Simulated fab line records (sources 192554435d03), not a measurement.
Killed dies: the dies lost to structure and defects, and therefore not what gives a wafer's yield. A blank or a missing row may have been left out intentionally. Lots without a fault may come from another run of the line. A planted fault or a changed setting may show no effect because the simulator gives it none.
Which tool did it? | flow n5 finfet | Sampling: 24 lots, 72 wafers, 6 of 1938 route steps

WHAT EACH GAUGE READ, for each wafer
N5_BEOL_M11_OCD_MEAS_38.
lot  | measured     | on     | trench depth nm (nm)
L075 | day 10 12:01 | ocd-01 | 154 149 150
L074 | day 10 22:45 | ocd-02 | 148 156 149
L076 | day 10 23:13 | ocd-01 | 148 147 152
L078 | day 11 18:44 | ocd-01 | 146 146 152
L077 | day 11 20:52 | ocd-01 | 154 147 146
L080 | day 11 21:14 | ocd-02 | 145 147 148
L079 | day 12 00:37 | ocd-02 | 155 151 149
L081 | day 12 04:20 | ocd-01 | 150 149 146
L082 | day 12 18:26 | ocd-02 | 144 149 149
L085 | day 13 07:31 | ocd-02 | 144 145 149
L083 | day 13 07:39 | ocd-01 | 145 147 154
L084 | day 13 07:11 | ocd-02 | 145 151 145
L086 | day 13 11:38 | ocd-02 | 149 150 145
L087 | day 13 13:40 | ocd-01 | 148 155 148
L088 | day 13 20:48 | ocd-01 | 147 150 145
L091 | day 14 20:08 | ocd-02 | 146 145 149
L089 | day 14 22:49 | ocd-01 | 148 149 153
L090 | day 15 00:22 | ocd-02 | 146 149 144
L093 | day 15 04:27 | ocd-02 | 148 154 148
L092 | day 15 09:27 | ocd-01 | 142 146 146
L095 | day 16 03:17 | ocd-01 | 148 147 145
L094 | day 16 03:56 | ocd-01 | 152 150 148
L096 | day 16 07:50 | ocd-02 | 149 154 154
L097 | day 16 10:14 | ocd-02 | 149 156 148

EACH LOT AND THE TOOL THAT RAN IT (in order: tool; ch and the chambers of the sampled wafers; start)
lot  | N5_BEOL_M10_CURE_72           | N5_BEOL_M10_SURFACE_TREAT_76 | N5_BEOL_M11_ILD_DEP_00          | N5_BEOL_M11_STRIP_36               | N5_BEOL_M11_STRIP_77
L075 | uv cure-03 ch 0, day 10 03:36 | pvd sputter-02, day 10 06:14 | pecvd-03 ch 1,2, day 10 07:28   | rie diel-01 ch 0,1,2, day 10 11:48 | rie diel-01 ch 0,1,2, day 10 12:01 or earlier
L074 | uv cure-01 ch 1, day 10 12:53 | pvd sputter-01, day 10 13:58 | pecvd-04 ch 1,2, day 10 15:27   | rie diel-01 ch 0,2,3, day 10 22:32 | rie diel-01 ch 0,2,3, day 10 22:45 or earlier
L076 | uv cure-03 ch 0, day 10 13:44 | pvd sputter-02, day 10 14:29 | pecvd-04 ch 1,2, day 10 17:27   | rie diel-01 ch 0,1,2, day 10 22:59 | rie diel-01 ch 0,1,2, day 10 23:13 or earlier
L078 | uv cure-02 ch 0, day 11 11:10 | pvd sputter-02, day 11 12:43 | pecvd-01 ch 0,1,2, day 11 14:31 | rie diel-04 ch 1,2,3, day 11 18:31 | rie diel-04 ch 1,2,3, day 11 18:44 or earlier
L077 | uv cure-01 ch 2, day 11 12:16 | pvd sputter-01, day 11 13:16 | pecvd-04 ch 0,1, day 11 15:59   | rie diel-04 ch 1,2,3, day 11 20:38 | rie diel-04 ch 1,2,3, day 11 20:52 or earlier
L080 | uv cure-01 ch 1, day 11 15:33 | pvd sputter-03, day 11 16:19 | pecvd-04 ch 0,1, day 11 17:36   | rie diel-05 ch 1,3, day 11 21:01   | rie diel-05 ch 1,3, day 11 21:14 or earlier
L079 | uv cure-02 ch 2, day 11 18:54 | pvd sputter-02, day 11 20:01 | pecvd-03 ch 0,1,2, day 11 21:26 | rie diel-01 ch 1,2,3, day 12 00:23 | rie diel-01 ch 1,2,3, day 12 00:37 or earlier
L081 | uv cure-01 ch 0, day 11 21:50 | pvd sputter-01, day 11 22:38 | pecvd-03 ch 0,1,2, day 12 01:19 | rie diel-05 ch 0,2,3, day 12 04:07 | rie diel-05 ch 0,2,3, day 12 04:20 or earlier
L082 | uv cure-01 ch 0, day 12 11:13 | pvd sputter-03, day 12 12:10 | pecvd-01 ch 1,2, day 12 13:43   | rie diel-05 ch 0,1,2, day 12 18:13 | rie diel-05 ch 0,1,2, day 12 18:26 or earlier
L085 | uv cure-03 ch 0, day 13 00:57 | pvd sputter-01, day 13 01:51 | pecvd-03 ch 0,1,2, day 13 03:27 | rie diel-05 ch 0,1,3, day 13 07:17 | rie diel-05 ch 0,1,3, day 13 07:31 or earlier
L083 | uv cure-02 ch 0, day 13 01:02 | pvd sputter-01, day 13 01:41 | pecvd-01 ch 0,1,2, day 13 02:56 | rie diel-04 ch 1,2,3, day 13 07:25 | rie diel-04 ch 1,2,3, day 13 07:39 or earlier
L084 | uv cure-01 ch 0, day 13 01:06 | pvd sputter-01, day 13 01:58 | pecvd-03 ch 0,1,2, day 13 03:45 | rie diel-04 ch 1,2,3, day 13 06:58 | rie diel-04 ch 1,2,3, day 13 07:11 or earlier
L086 | uv cure-02 ch 0, day 13 01:32 | pvd sputter-03, day 13 03:43 | pecvd-01 ch 0,1, day 13 05:06   | rie diel-05 ch 0,1,2, day 13 11:25 | rie diel-05 ch 0,1,2, day 13 11:38 or earlier
L087 | uv cure-03 ch 0, day 13 07:46 | pvd sputter-02, day 13 08:43 | pecvd-04 ch 1,2, day 13 10:02   | rie diel-04 ch 1,2,3, day 13 13:26 | rie diel-04 ch 1,2,3, day 13 13:40 or earlier
L088 | uv cure-01 ch 0, day 13 12:19 | pvd sputter-03, day 13 13:22 | pecvd-04 ch 0,1, day 13 15:17   | rie diel-04 ch 0,1,2, day 13 20:35 | rie diel-04 ch 0,1,2, day 13 20:48 or earlier
L091 | uv cure-01 ch 2, day 14 12:59 | pvd sputter-02, day 14 14:05 | pecvd-03 ch 0,1,2, day 14 15:35 | rie diel-04 ch 0,1,2, day 14 19:55 | rie diel-04 ch 0,1,2, day 14 20:08 or earlier
L089 | uv cure-03 ch 2, day 14 16:12 | pvd sputter-03, day 14 17:05 | pecvd-01 ch 0,1,2, day 14 18:43 | rie diel-01 ch 0,1,2, day 14 22:36 | rie diel-01 ch 0,1,2, day 14 22:49 or earlier
L090 | uv cure-01 ch 1, day 14 16:20 | pvd sputter-03, day 14 17:07 | pecvd-04 ch 0,1,2, day 14 18:50 | rie diel-05 ch 1,2,3, day 15 00:09 | rie diel-05 ch 1,2,3, day 15 00:22 or earlier
L093 | uv cure-03 ch 1, day 14 20:19 | pvd sputter-02, day 14 21:15 | pecvd-04 ch 1,2, day 14 23:01   | rie diel-01 ch 2,3, day 15 04:13   | rie diel-01 ch 2,3, day 15 04:27 or earlier
L092 | uv cure-03 ch 1, day 14 23:28 | pvd sputter-01, day 15 00:50 | pecvd-04 ch 0,2, day 15 02:20   | rie diel-05 ch 1,3, day 15 09:14   | rie diel-05 ch 1,3, day 15 09:27 or earlier
L095 | uv cure-02 ch 2, day 15 18:35 | pvd sputter-02, day 15 19:35 | pecvd-01 ch 0,1,2, day 15 21:37 | rie diel-04 ch 1,2, day 16 03:04   | rie diel-04 ch 1,2, day 16 03:17 or earlier
L094 | uv cure-02 ch 0, day 15 19:11 | pvd sputter-02, day 15 20:16 | pecvd-01 ch 0,1, day 15 21:41   | rie diel-01 ch 1,2, day 16 03:42   | rie diel-01 ch 1,2, day 16 03:56 or earlier
L096 | uv cure-02 ch 2, day 16 00:50 | pvd sputter-03, day 16 02:12 | pecvd-01 ch 0,1,2, day 16 03:25 | rie diel-01 ch 1,3, day 16 07:37   | rie diel-01 ch 1,3, day 16 07:50 or earlier
L097 | uv cure-01 ch 2, day 16 02:21 | pvd sputter-02, day 16 04:17 | pecvd-03 ch 0,1, day 16 05:34   | rie diel-01 ch 0,2,3, day 16 10:01 | rie diel-01 ch 0,2,3, day 16 10:14 or earlier
- N5_BEOL_M10_CURE_72: cures SiCOH lowk, time 120 s.
- N5_BEOL_M10_SURFACE_TREAT_76
- N5_BEOL_M11_ILD_DEP_00: deposits SiCOH lowk from DEMS/porogen, target thk 308.51 nm, time 58 s.
- N5_BEOL_M11_STRIP_36: strips in N2/H2.
- N5_BEOL_M11_STRIP_77: strips in N2/H2, time 10 s.

AS READ BY THE TOOLS THEMSELVES (means over the sampled wafers that have a number; for cases with no such wafer, the mark the record gives instead)
N5_BEOL_M10_CURE_72.
lot  | tool       | lamp power pct (%) | wafer_temp_C_max
L075 | uv cure-03 | 52.31              | 371.5
L074 | uv cure-01 | 52.34              | 371.6
L076 | uv cure-03 | 52.40              | 371.7
L078 | uv cure-02 | 52.36              | 371.2
L077 | uv cure-01 | 52.36              | 371.7
L080 | uv cure-01 | 52.35              | 371.2
L079 | uv cure-02 | 52.34              | 371.6
L081 | uv cure-01 | 52.36              | 373.0
L082 | uv cure-01 | 52.28              | 372.2
L085 | uv cure-03 | 52.33              | 371.7
L083 | uv cure-02 | 52.28              | 370.8
L084 | uv cure-01 | 52.33              | 372.5
L086 | uv cure-02 | 52.33              | 370.7
L087 | uv cure-03 | 52.30              | 372.0
L088 | uv cure-01 | 52.32              | 372.9
L091 | uv cure-01 | 52.31              | 371.5
L089 | uv cure-03 | 52.29              | 372.5
L090 | uv cure-01 | 52.32              | 371.1
L093 | uv cure-03 | 52.33              | 371.7
L092 | uv cure-03 | 52.28              | 371.4
L095 | uv cure-02 | 52.28              | 371.7
L094 | uv cure-02 | 52.35              | 370.9
L096 | uv cure-02 | 52.35              | 371.4
L097 | uv cure-01 | 52.25              | 371.5

N5_BEOL_M11_ILD_DEP_00.
lot  | tool     | heater power w (W) | showerhead plenum p Torr (Torr) | susceptor temp C (C) | throttle valve pct (%)
L075 | pecvd-03 | 289                | 5.755                           | 299.82               | 13.4
L074 | pecvd-04 | 226                | 5.735                           | 300.10               | 14.0
L076 | pecvd-04 | 246                | 5.737                           | 299.96               | 14.2
L078 | pecvd-01 | 316                | 5.736                           | 299.92               | 13.4
L077 | pecvd-04 | 287                | 5.729                           | 299.87               | 13.7
L080 | pecvd-04 | 273                | 5.733                           | 299.87               | 13.9
L079 | pecvd-03 | 317                | 5.751                           | 299.91               | 13.9
L081 | pecvd-03 | 324                | 5.736                           | 299.84               | 14.0
L082 | pecvd-01 | 247                | 5.750                           | 299.91               | 13.8
L085 | pecvd-03 | 328                | 5.752                           | 299.72               | 13.9
L083 | pecvd-01 | 319                | 5.741                           | 300.41               | 13.5
L084 | pecvd-03 | 314                | 5.743                           | 300.09               | 13.8
L086 | pecvd-01 | 325                | 5.744                           | 300.07               | 13.5
L087 | pecvd-04 | 258                | 5.738                           | 300.32               | 13.5
L088 | pecvd-04 | 266                | 5.733                           | 300.03               | 14.0
L091 | pecvd-03 | 296                | 5.748                           | 300.11               | 13.9
L089 | pecvd-01 | 327                | 5.739                           | 300.18               | 13.6
L090 | pecvd-04 | 261                | 5.731                           | 299.84               | 13.6
L093 | pecvd-04 | 232                | 5.738                           | 299.85               | 13.1
L092 | pecvd-04 | 276                | 5.733                           | 300.07               | 13.1
L095 | pecvd-01 | 327                | 5.732                           | 299.99               | 13.4
L094 | pecvd-01 | 287                | 5.749                           | 299.88               | 13.8
L096 | pecvd-01 | 335                | 5.735                           | 300.06               | 13.5
L097 | pecvd-03 | 327                | 5.737                           | 299.93               | 14.3

N5_BEOL_M11_STRIP_36.
lot  | tool        | drypump motor current A (A) | n2 flow sccm (sccm) | oes product au (a.u.) | rf vpp V (V) | showerhead plenum p Torr (Torr) | throttle valve pct (%)
L075 | rie diel-01 | 5.9                         | 200.0               | 0.87                  | 59.4         | 2.59                            | 23.5
L074 | rie diel-01 | 5.8                         | 200.0               | 0.85                  | 59.8         | 2.58                            | 23.7
L076 | rie diel-01 | 5.9                         | 199.8               | 0.86                  | 58.9         | 2.58                            | 23.6
L078 | rie diel-04 | 5.8                         | 199.9               | 0.81                  | 60.1         | 2.53                            | 23.8
L077 | rie diel-04 | 5.8                         | 199.5               | 0.80                  | 57.7         | 2.53                            | 23.8
L080 | rie diel-05 | 6.1                         | 200.4               | 0.76                  | 59.3         | 2.49                            | 24.1
L079 | rie diel-01 | 5.4                         | 200.0               | 0.85                  | 59.6         | 2.53                            | 23.6
L081 | rie diel-05 | 5.7                         | 199.9               | 0.76                  | 58.1         | 2.57                            | 23.8
L082 | rie diel-05 | 5.6                         | 200.0               | 0.74                  | 59.8         | 2.53                            | 23.7
L085 | rie diel-05 | 5.9                         | 200.3               | 0.74                  | 59.8         | 2.53                            | 23.9
L083 | rie diel-04 | 5.8                         | 200.1               | 0.80                  | 57.4         | 2.52                            | 23.8
L084 | rie diel-04 | 5.8                         | 199.9               | 0.79                  | 59.3         | 2.52                            | 23.8
L086 | rie diel-05 | 5.5                         | 199.7               | 0.73                  | 58.5         | 2.53                            | 23.8
L087 | rie diel-04 | 5.8                         | 200.6               | 0.77                  | 58.2         | 2.52                            | 23.8
L088 | rie diel-04 | 6.2                         | 199.2               | 0.79                  | 58.8         | 2.53                            | 24.0
L091 | rie diel-04 | 6.2                         | 200.1               | 0.79                  | 57.3         | 2.53                            | 24.0
L089 | rie diel-01 | 5.8                         | 199.5               | 0.83                  | 58.6         | 2.57                            | 23.6
L090 | rie diel-05 | 5.8                         | 199.7               | 0.72                  | 58.8         | 2.48                            | 24.0
L093 | rie diel-01 | 5.3                         | 199.8               | 0.84                  | 58.0         | 2.49                            | 23.7
L092 | rie diel-05 | 6.1                         | 200.4               | 0.74                  | 59.8         | 2.48                            | 24.1
L095 | rie diel-04 | 6.1                         | 199.7               | 0.71                  | 60.5         | 2.46                            | 24.1
L094 | rie diel-01 | 5.4                         | 199.9               | 0.84                  | 59.4         | 2.49                            | 23.6
L096 | rie diel-01 | 5.3                         | 200.3               | 0.81                  | 57.6         | 2.55                            | 23.7
L097 | rie diel-01 | 5.8                         | 200.0               | 0.82                  | 61.2         | 2.56                            | 23.7

N5_BEOL_M11_STRIP_77.
lot  | tool        | drypump motor current A (A) | n2 flow sccm (sccm) | oes product au (a.u.) | rf vpp V (V) | showerhead plenum p Torr (Torr) | throttle valve pct (%)
L075 | rie diel-01 | 5.8                         | 200.3               | 0.87                  | 59.7         | 2.59                            | 23.53
L074 | rie diel-01 | 5.8                         | 199.8               | 0.86                  | 59.6         | 2.58                            | 23.70
L076 | rie diel-01 | 5.8                         | 199.8               | 0.86                  | 60.0         | 2.58                            | 23.54
L078 | rie diel-04 | 5.8                         | 200.7               | 0.80                  | 59.0         | 2.53                            | 23.77
L077 | rie diel-04 | 5.9                         | 200.1               | 0.80                  | 59.4         | 2.53                            | 23.76
L080 | rie diel-05 | 6.1                         | 200.0               | 0.76                  | 59.1         | 2.50                            | 24.09
L079 | rie diel-01 | 5.3                         | 200.4               | 0.85                  | 58.9         | 2.53                            | 23.61
L081 | rie diel-05 | 5.7                         | 199.6               | 0.76                  | 60.2         | 2.57                            | 23.76
L082 | rie diel-05 | 5.6                         | 200.0               | 0.73                  | 58.4         | 2.53                            | 23.76
L085 | rie diel-05 | 5.9                         | 200.6               | 0.75                  | 59.6         | 2.53                            | 23.88
L083 | rie diel-04 | 5.8                         | 200.3               | 0.79                  | 59.6         | 2.52                            | 23.79
L084 | rie diel-04 | 5.8                         | 200.8               | 0.78                  | 58.4         | 2.52                            | 23.79
L086 | rie diel-05 | 5.6                         | 199.7               | 0.73                  | 58.9         | 2.53                            | 23.77
L087 | rie diel-04 | 5.8                         | 200.4               | 0.79                  | 59.1         | 2.52                            | 23.78
L088 | rie diel-04 | 6.2                         | 200.2               | 0.79                  | 59.0         | 2.53                            | 23.96
L091 | rie diel-04 | 6.2                         | 200.2               | 0.79                  | 58.9         | 2.53                            | 23.97
L089 | rie diel-01 | 5.9                         | 200.0               | 0.83                  | 59.3         | 2.57                            | 23.58
L090 | rie diel-05 | 5.8                         | 200.1               | 0.73                  | 58.7         | 2.48                            | 23.99
L093 | rie diel-01 | 5.3                         | 200.2               | 0.84                  | 58.5         | 2.49                            | 23.73
L092 | rie diel-05 | 6.1                         | 199.7               | 0.73                  | 58.6         | 2.48                            | 24.12
L095 | rie diel-04 | 6.2                         | 200.0               | 0.71                  | 59.5         | 2.46                            | 24.11
L094 | rie diel-01 | 5.4                         | 200.9               | 0.84                  | 60.0         | 2.49                            | 23.56
L096 | rie diel-01 | 5.3                         | 199.0               | 0.79                  | 59.7         | 2.55                            | 23.73
L097 | rie diel-01 | 5.8                         | 200.4               | 0.81                  | 59.3         | 2.56                            | 23.77

THE ANSWER, worked out from the rows above alone
Rule: the lots themselves supply what counts as usual. Put in order of their means at a reading, lots are off if they are a third of the lots or fewer, leave a main group of 4 or more, and stand apart from it by a gap of 3 or more times the standard deviation of the main group's means; of several such gaps the widest counts. Not used: any main group whose means are identical at the precision the tables above print for the reading. A lot without any number at a reading at which 4 lots or more have one is off too. Where the step has rows for the other lots, those lots are counted as sound. First the gauges in route order, then the tools' own readings, where a lot's mean is used as printed above. At the first step where some lot is off, the reading lying furthest off is the one used; lots without a number count as furthest.
Across all readings shown, no lot is off: no conclusion can be drawn from this.

WHAT HAD BEEN PUT IN BY THE SIMULATOR
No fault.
